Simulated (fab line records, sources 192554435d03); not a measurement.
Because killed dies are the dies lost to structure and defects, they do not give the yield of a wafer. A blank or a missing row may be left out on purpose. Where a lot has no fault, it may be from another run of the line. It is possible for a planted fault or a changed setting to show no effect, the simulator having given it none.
Split-lot trial + flow n5-finfet + 21 wafers read from 7 lots, route of 1938 steps

THE SPLIT ITSELF
At N5_BEOL_M1_PECVD_72 (deposits SiO2 from TEOS/O2, target thk 16 nm, time 18 s), the setting time-s was moved away from the recipe's 18 s on 6 of the 21 wafers read, by -14.8% to +11.3%. This setting was run at the recipe's value on the other wafers.

Reading taken at the split's own step.

THE READING
SiO2_of_BEOL_M1_PECVD_72.thk-nm (the simulator's own value, which no gauge read), in nm, at N5_BEOL_M1_PECVD_72 (deposits SiO2 from TEOS/O2, target thk 16 nm, time 18 s). There is no usual value for it anywhere in the file. Across the 15 wafers here that went through the recipe, the average is 15.9 nm and the standard deviation 0.12 nm.

| wafer  | tool, chamber at the split | time-s as run, s | against the recipe | SiO2_of_BEOL_M1_PECVD_72.thk-nm, nm | against lot-mates on the recipe |
|--------|----------------------------|------------------|--------------------|-------------------------------------|---------------------------------|
| L075.1 | pecvd-01, 1,2,0            | 18               | recipe             | 15.8                                | -                               |
| L075.2 | pecvd-01, 1,2,0            | 18               | recipe             | 15.8                                | -                               |
| L075.4 | pecvd-01, 1,2,0            | 18               | recipe             | 15.8                                | -                               |
| L079.3 | pecvd-01, 2,0              | 18               | recipe             | 15.8                                | -                               |
| L079.5 | pecvd-01, 2,0              | 18               | recipe             | 15.8                                | -                               |
| L079.4 | pecvd-01, 1                | 18               | recipe             | 16                                  | -                               |
| L086.2 | pecvd-04, 1,2,0            | 18               | recipe             | 16                                  | -                               |
| L086.4 | pecvd-04, 1,2,0            | 18               | recipe             | 16                                  | -                               |
| L086.6 | pecvd-04, 1,2,0            | 18               | recipe             | 16                                  | -                               |
| L087.3 | pecvd-04, 0                | 18               | recipe             | 15.8                                | -                               |
| L087.5 | pecvd-04, 0                | 18               | recipe             | 15.8                                | -                               |
| L087.6 | pecvd-04, 1                | 18               | recipe             | 16                                  | -                               |
| L091.2 | pecvd-01, 2                | 18               | recipe             | 15.8                                | -                               |
| L091.3 | pecvd-01, 1                | 20.03            | +11.3%             | 17.4                                | +1.6                            |
| L091.4 | pecvd-01, 1                | 20.03            | +11.3%             | 17.8                                | +2.0                            |
| L095.1 | pecvd-01, 2,0              | 18.72            | +4.0%              | 16.6                                | +0.4                            |
| L095.4 | pecvd-01, 2,0              | 18.72            | +4.0%              | 16.6                                | +0.4                            |
| L095.5 | pecvd-01, 2                | 18               | recipe             | 16.2                                | -                               |
| L096.3 | pecvd-04, 2                | 18               | recipe             | 15.8                                | -                               |
| L096.4 | pecvd-04, 1                | 15.34            | -14.8%             | 13.8                                | -2.0                            |
| L096.5 | pecvd-04, 2                | 15.34            | -14.8%             | 13.6                                | -2.2                            |
If several chambers appear in one row, that row covers several wafers at once and the file leaves open which wafer was in which chamber.

FIT RESULTS
A straight line over all 21 wafers: SiO2_of_BEOL_M1_PECVD_72.thk-nm changes by +0.151 nm for each +1% of time-s; r = +0.99; the points scatter about the line by 0.14 nm.
The same after taking each lot's own level away (the mean of its wafers on the recipe; 21 wafers): +0.146 nm for each +1%; r = +0.99; scatter 0.12 nm.
Per that fit: largest time-s move, reading shift of 2.2 nm.
Measured against the standard deviation above, the lots' own levels, which go from 15.80 to 16.20 nm, span 3.2 times it.
Consequently the slope shifts little with the lot-to-lot level, the two slopes agreeing.
Check: with one of the wafers moved furthest among these (-14.8%) left out of the fit, the line predicts -2.25 nm for it against its lot-mates. It came out at -2 nm against them.

THESE WAFERS: OTHER SPLITS
Note: prior to the reading, these wafers also went through further splits. Each is held against what the fit with the lots' levels taken away leaves over:
| other split on the same wafers          | wafers away from the commonest value | r with SiO2_of_BEOL_M1_PECVD_72.thk-nm (lot level and that fit taken away) |
|-----------------------------------------|--------------------------------------|----------------------------------------------------------------------------|
| N5_GATE_CUT_EXPOSE_10 dose-mj           | 5                                    | -0.07                                                                      |
| N5_GATE_CUT_ETCH_36 cf4-flow-sccm       | 8                                    | +0.01                                                                      |
| N5_MOL_CONTACT_COAG_ETCH_15 source-w    | 7                                    | -0.37                                                                      |
| N5_MOL_CONTACT_COAG_VIA_ETCH_117 bias-w | 11                                   | -0.01                                                                      |
| N5_BEOL_M0_ETCH_138 source-w            | 9                                    | -0.33                                                                      |
| N5_BEOL_M0_ETCH_128 source-w            | 9                                    | +0.31                                                                      |

THE FILE'S OWN FIT
SiO2_of_BEOL_M1_PECVD_72.thk-nm changes by +0.146 nm for each +1% of time-s, r = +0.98.
